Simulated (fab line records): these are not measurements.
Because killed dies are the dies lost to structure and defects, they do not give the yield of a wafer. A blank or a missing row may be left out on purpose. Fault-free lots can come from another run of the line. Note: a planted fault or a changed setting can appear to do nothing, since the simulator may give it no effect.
Split-lot experiment / flow n5-finfet / 21 wafers read across 7 lots, on a route 1938 steps long

## THE SPLIT
At N5_BEOL_M0_SAQP_COAT_08 (resist thk 90 nm), the setting spin-rpm was moved away from the recipe's 1500 rpm on 8 of the 21 wafers read, by -8.0% to +5.3%. The other wafers ran this setting at the recipe's value.

Reading taken at the split's own step.

## THE READING
CAR-ArF_of_BEOL_M0_SAQP_COAT_08.thk-nm (the simulator's own value, which no gauge read), in nm, at N5_BEOL_M0_SAQP_COAT_08 (resist thk 90 nm). There is no usual value for it anywhere in the file. The 13 wafers here that ran the recipe average 90.1 nm, standard deviation 0.28 nm.

wafer=L074.2; tool, chamber at the split=litho-track-01, 0; spin-rpm as run, rpm=1500; against the recipe=recipe; CAR-ArF_of_BEOL_M0_SAQP_COAT_08.thk-nm, nm=89.8; against lot-mates on the recipe=-
wafer=L074.4; tool, chamber at the split=litho-track-01, 0; spin-rpm as run, rpm=1500; against the recipe=recipe; CAR-ArF_of_BEOL_M0_SAQP_COAT_08.thk-nm, nm=89.8; against lot-mates on the recipe=-
wafer=L074.6; tool, chamber at the split=litho-track-01, 0; spin-rpm as run, rpm=1500; against the recipe=recipe; CAR-ArF_of_BEOL_M0_SAQP_COAT_08.thk-nm, nm=89.8; against lot-mates on the recipe=-
wafer=L077.3; tool, chamber at the split=litho-track-04, 0; spin-rpm as run, rpm=1580; against the recipe=+5.3%; CAR-ArF_of_BEOL_M0_SAQP_COAT_08.thk-nm, nm=87.4; against lot-mates on the recipe=-2.4
wafer=L077.4; tool, chamber at the split=litho-track-04, 0; spin-rpm as run, rpm=1500; against the recipe=recipe; CAR-ArF_of_BEOL_M0_SAQP_COAT_08.thk-nm, nm=89.8; against lot-mates on the recipe=-
wafer=L077.6; tool, chamber at the split=litho-track-04, 0; spin-rpm as run, rpm=1580; against the recipe=+5.3%; CAR-ArF_of_BEOL_M0_SAQP_COAT_08.thk-nm, nm=87.2; against lot-mates on the recipe=-2.6
wafer=L078.3; tool, chamber at the split=litho-track-05, 0; spin-rpm as run, rpm=1397; against the recipe=-6.9%; CAR-ArF_of_BEOL_M0_SAQP_COAT_08.thk-nm, nm=93.4; against lot-mates on the recipe=+3.2
wafer=L078.5; tool, chamber at the split=litho-track-05, 0; spin-rpm as run, rpm=1500; against the recipe=recipe; CAR-ArF_of_BEOL_M0_SAQP_COAT_08.thk-nm, nm=90.2; against lot-mates on the recipe=-
wafer=L078.6; tool, chamber at the split=litho-track-05, 0; spin-rpm as run, rpm=1500; against the recipe=recipe; CAR-ArF_of_BEOL_M0_SAQP_COAT_08.thk-nm, nm=90.2; against lot-mates on the recipe=-
wafer=L079.2; tool, chamber at the split=litho-track-05, 0; spin-rpm as run, rpm=1413; against the recipe=-5.8%; CAR-ArF_of_BEOL_M0_SAQP_COAT_08.thk-nm, nm=93; against lot-mates on the recipe=+2.6
wafer=L079.5; tool, chamber at the split=litho-track-05, 0; spin-rpm as run, rpm=1500; against the recipe=recipe; CAR-ArF_of_BEOL_M0_SAQP_COAT_08.thk-nm, nm=90.4; against lot-mates on the recipe=-
wafer=L079.6; tool, chamber at the split=litho-track-05, 0; spin-rpm as run, rpm=1500; against the recipe=recipe; CAR-ArF_of_BEOL_M0_SAQP_COAT_08.thk-nm, nm=90.4; against lot-mates on the recipe=-
wafer=L082.2; tool, chamber at the split=litho-track-01, 0; spin-rpm as run, rpm=1380; against the recipe=-8.0%; CAR-ArF_of_BEOL_M0_SAQP_COAT_08.thk-nm, nm=93.6; against lot-mates on the recipe=+3.7
wafer=L082.4; tool, chamber at the split=litho-track-01, 0; spin-rpm as run, rpm=1500; against the recipe=recipe; CAR-ArF_of_BEOL_M0_SAQP_COAT_08.thk-nm, nm=89.8; against lot-mates on the recipe=-
wafer=L082.6; tool, chamber at the split=litho-track-01, 0; spin-rpm as run, rpm=1500; against the recipe=recipe; CAR-ArF_of_BEOL_M0_SAQP_COAT_08.thk-nm, nm=90; against lot-mates on the recipe=-
wafer=L094.3; tool, chamber at the split=litho-track-01, 0; spin-rpm as run, rpm=1436; against the recipe=-4.3%; CAR-ArF_of_BEOL_M0_SAQP_COAT_08.thk-nm, nm=91.8; against lot-mates on the recipe=+2.0
wafer=L094.4; tool, chamber at the split=litho-track-01, 0; spin-rpm as run, rpm=1500; against the recipe=recipe; CAR-ArF_of_BEOL_M0_SAQP_COAT_08.thk-nm, nm=89.8; against lot-mates on the recipe=-
wafer=L094.6; tool, chamber at the split=litho-track-01, 0; spin-rpm as run, rpm=1436; against the recipe=-4.3%; CAR-ArF_of_BEOL_M0_SAQP_COAT_08.thk-nm, nm=91.6; against lot-mates on the recipe=+1.8
wafer=L096.1; tool, chamber at the split=litho-track-01, 0; spin-rpm as run, rpm=1500; against the recipe=recipe; CAR-ArF_of_BEOL_M0_SAQP_COAT_08.thk-nm, nm=90.6; against lot-mates on the recipe=-
wafer=L096.2; tool, chamber at the split=litho-track-01, 0; spin-rpm as run, rpm=1548; against the recipe=+3.2%; CAR-ArF_of_BEOL_M0_SAQP_COAT_08.thk-nm, nm=88.8; against lot-mates on the recipe=-1.6
wafer=L096.6; tool, chamber at the split=litho-track-01, 0; spin-rpm as run, rpm=1500; against the recipe=recipe; CAR-ArF_of_BEOL_M0_SAQP_COAT_08.thk-nm, nm=90.2; against lot-mates on the recipe=-

THE FIT
A straight line over all 21 wafers: CAR-ArF_of_BEOL_M0_SAQP_COAT_08.thk-nm changes by -0.469 nm for each +1% of spin-rpm; r = -0.99; the points scatter about the line by 0.29 nm.
The same after taking each lot's own level away (the mean of its wafers on the recipe; 21 wafers): -0.463 nm for each +1%; r = -1.00; scatter 0.094 nm.
That fit puts the effect of the largest move of spin-rpm on the reading at 3.7 nm.
Across the lots, their own levels run from 89.80 to 90.40 nm, a range of 2.2 times the standard deviation given above.
Hence the lot-to-lot level has little effect on the slope; both slopes agree.
Check: with one of the wafers moved furthest among these (-8.0%) left out of the fit, the line predicts +3.68 nm for it against its lot-mates. It came out at +3.7 nm against them.

## THESE WAFERS: OTHER SPLITS
Before the reading, these wafers also passed through other splits. Each is held against what the fit with the lots' levels taken away leaves over:
other split on the same wafers=N5_SD_EPI_P_ETCH_16 target-depth-a; wafers away from the commonest value=6; r with CAR-ArF_of_BEOL_M0_SAQP_COAT_08.thk-nm (lot level and that fit taken away)=-0.56
other split on the same wafers=N5_SDB_ALD_29 ald-cycles; wafers away from the commonest value=5; r with CAR-ArF_of_BEOL_M0_SAQP_COAT_08.thk-nm (lot level and that fit taken away)=+0.08
other split on the same wafers=N5_GATE_CUT_ETCH_58 bias-w; wafers away from the commonest value=7; r with CAR-ArF_of_BEOL_M0_SAQP_COAT_08.thk-nm (lot level and that fit taken away)=-0.09
other split on the same wafers=N5_MOL_CONTACT_COAG_ETCH_105 bias-w; wafers away from the commonest value=8; r with CAR-ArF_of_BEOL_M0_SAQP_COAT_08.thk-nm (lot level and that fit taken away)=+0.06

## FILE'S OWN FIT
CAR-ArF_of_BEOL_M0_SAQP_COAT_08.thk-nm changes by -0.462 nm for each +1% of spin-rpm, r = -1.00.
